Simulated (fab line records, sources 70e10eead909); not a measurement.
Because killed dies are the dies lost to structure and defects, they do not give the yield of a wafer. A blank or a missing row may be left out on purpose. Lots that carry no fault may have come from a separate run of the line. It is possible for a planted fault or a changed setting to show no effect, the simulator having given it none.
A single fault, viewed from 3 desks    flow nand harc    every desk sees just its own numbers, and what lay behind them comes last

## THE DEFECT DESK
What the inspections along the route counted, lot by lot: means of the sampled wafers that have a number. If a lot's mean is further than 4 standard deviations from the usual mean, the lot is out of limits and carries the mark OUT (the distance appears in the brackets).
Columns: A = raw defect count at NHARC_A_CHANNEL_HOLE_D1_INSPECT_40, usual 60
lot   first seen here  A
L973  day 9 06:44      43
L972  day 9 06:56      76
L978  day 10 13:29     78
L980  day 11 01:21     67
L993  day 14 05:34     65
L992  day 14 13:54     61
Result from this desk: across the 6 lots, nothing is out of limits.

## THE METROLOGY DESK
What the gauges read for every lot (on any tool): the sampled wafers with a number, averaged. If a lot's mean is further than 4 standard deviations from the usual mean, the lot is out of limits and carries the mark OUT (the distance appears in the brackets).
Columns: A = cd nm at NHARC_A_CHANNEL_HOLE_D1_CD_MEAS_30, usual 90.1 nm
lot   first seen here  A
L973  day 9 06:33      90.7
L972  day 9 06:45      89.6
L978  day 10 13:17     90.3
L980  day 11 01:10     89.6
L993  day 14 05:23     91.0
L992  day 14 13:43     90.0
Result from this desk: across the 6 lots, nothing is out of limits.

## TOOL OWNER'S DESK, ald hk-03
The tool's own readings at NHARC_A_CHANNEL_FILL_D1_ALD_02 (deposits SiO2, target thk 6 nm, pulse time 10 s, ald cycles 60): means of the sampled wafers that have a number, for each lot that ran on this tool. If a lot's mean is further than 4 standard deviations from the usual mean, the lot is out of limits and carries the mark OUT (the distance appears in the brackets).
Columns: A = heater power w at NHARC_A_CHANNEL_FILL_D1_ALD_02, usual 478 W; B = precursor pulse height rel at NHARC_A_CHANNEL_FILL_D1_ALD_02, usual 1.001
lot   first seen here  A    B
L972  day 9 07:17      498  1.008
L978  day 10 13:40     464  0.976
L980  day 11 01:32     502  1.013
Result from this desk: across the 3 lots, nothing is out of limits.

## PUT TOGETHER
Nothing out of limits was seen by the defect desk.
The metrology desk saw nothing out of limits.
The tool owner's desk saw nothing out of limits.

## WHAT WAS PUT IN BY THE SIMULATOR
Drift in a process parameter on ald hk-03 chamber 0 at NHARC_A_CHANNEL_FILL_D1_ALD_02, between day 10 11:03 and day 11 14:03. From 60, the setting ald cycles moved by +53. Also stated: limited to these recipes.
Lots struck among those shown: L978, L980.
